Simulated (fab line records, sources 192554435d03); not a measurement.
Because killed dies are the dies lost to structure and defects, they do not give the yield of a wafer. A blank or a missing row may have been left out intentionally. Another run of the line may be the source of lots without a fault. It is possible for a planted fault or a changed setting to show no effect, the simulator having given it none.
Matching of chambers || flow n5 finfet || 4 sister chambers for N5_BEOL_M0_SAQP_ALD_48 on ald sin-01
The step deposits SiO2, target thk 20 nm, pulse time 1 s, co reactant pulse time 1 s. 14 wafers are shown with their chamber, then 7 later ones without.

== WAFERS PAIRED WITH THEIR CHAMBERS ==
{"wafer": "L074.1", "chamber": 3, "heater power w (W)": 86, "precursor pulse height rel": 0.987}
{"wafer": "L074.4", "chamber": 2, "heater power w (W)": 71, "precursor pulse height rel": 1.023}
{"wafer": "L074.6", "chamber": 1, "heater power w (W)": 79, "precursor pulse height rel": 1.033}
{"wafer": "L079.3", "chamber": 1, "heater power w (W)": 79, "precursor pulse height rel": 0.996}
{"wafer": "L079.4", "chamber": 3, "heater power w (W)": 83, "precursor pulse height rel": 0.997}
{"wafer": "L079.5", "chamber": 3, "heater power w (W)": 81, "precursor pulse height rel": 1.022}
{"wafer": "L081.2", "chamber": 3, "heater power w (W)": 83, "precursor pulse height rel": 0.989}
{"wafer": "L081.3", "chamber": 2, "heater power w (W)": 71, "precursor pulse height rel": 0.988}
{"wafer": "L081.4", "chamber": 0, "heater power w (W)": 82, "precursor pulse height rel": 0.989}
{"wafer": "L084.1", "chamber": 3, "heater power w (W)": 82, "precursor pulse height rel": 1.011}
{"wafer": "L084.2", "chamber": 0, "heater power w (W)": 84, "precursor pulse height rel": 0.990}
{"wafer": "L084.4", "chamber": 2, "heater power w (W)": 72, "precursor pulse height rel": 1.007}
{"wafer": "L095.1", "chamber": 1, "heater power w (W)": 81, "precursor pulse height rel": 1.019}
{"wafer": "L095.4", "chamber": 0, "heater power w (W)": 85, "precursor pulse height rel": 0.994}

SIGNATURES, as means of the wafers listed above
{"reading": "heater power w", "chamber 0": 83.67, "chamber 1": 79.67, "chamber 2": 71.33, "chamber 3": 83.00, "scatter within a chamber": 1.48}
{"reading": "precursor pulse height rel", "chamber 0": 0.99100, "chamber 1": 1.01600, "chamber 2": 1.00600, "chamber 3": 1.00120, "scatter within a chamber": 0.0149}
Rule: a wafer lies at a distance from a chamber equal to the root of the sum of squares, over the readings, of (its reading less the chamber's mean, divided by the reading's scatter). The wafer belongs to the nearest chamber; if the next one is less than 2 further off, it can't be placed. How the scatter is found: for the shown wafers, subtract from each reading the mean of its chamber, square and add these, divide the total by (wafers less chambers), then take the root.

== WAFERS MISSING THEIR CHAMBER ==
{"wafer": "L095.6", "heater power w (W)": 86, "precursor pulse height rel": 1.011}
{"wafer": "L096.3", "heater power w (W)": 73, "precursor pulse height rel": 0.996}
{"wafer": "L096.5", "heater power w (W)": 70, "precursor pulse height rel": 1.003}
{"wafer": "L096.6", "heater power w (W)": 84, "precursor pulse height rel": 0.998}
{"wafer": "L097.1", "heater power w (W)": 70, "precursor pulse height rel": 1.003}
{"wafer": "L097.2", "heater power w (W)": 85, "precursor pulse height rel": 1.009}
{"wafer": "L097.5", "heater power w (W)": 82, "precursor pulse height rel": 0.996}

== EACH ONE'S CHAMBER ==
{"wafer": "L095.6", "from the rows above": "can't be placed: 0 or 3", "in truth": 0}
{"wafer": "L096.3", "from the rows above": 2, "in truth": 2}
{"wafer": "L096.5", "from the rows above": 2, "in truth": 2}
{"wafer": "L096.6", "from the rows above": "can't be placed: 0 or 3", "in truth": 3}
{"wafer": "L097.1", "from the rows above": 2, "in truth": 2}
{"wafer": "L097.2", "from the rows above": "can't be placed: 3 or 0", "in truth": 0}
{"wafer": "L097.5", "from the rows above": "can't be placed: 3 or 0 or 1", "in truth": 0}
Correct placement for 3 of the 7. Cannot be placed on the basis of these rows: 4; the candidates contain the true chamber in 4. Number placed wrongly: 0.
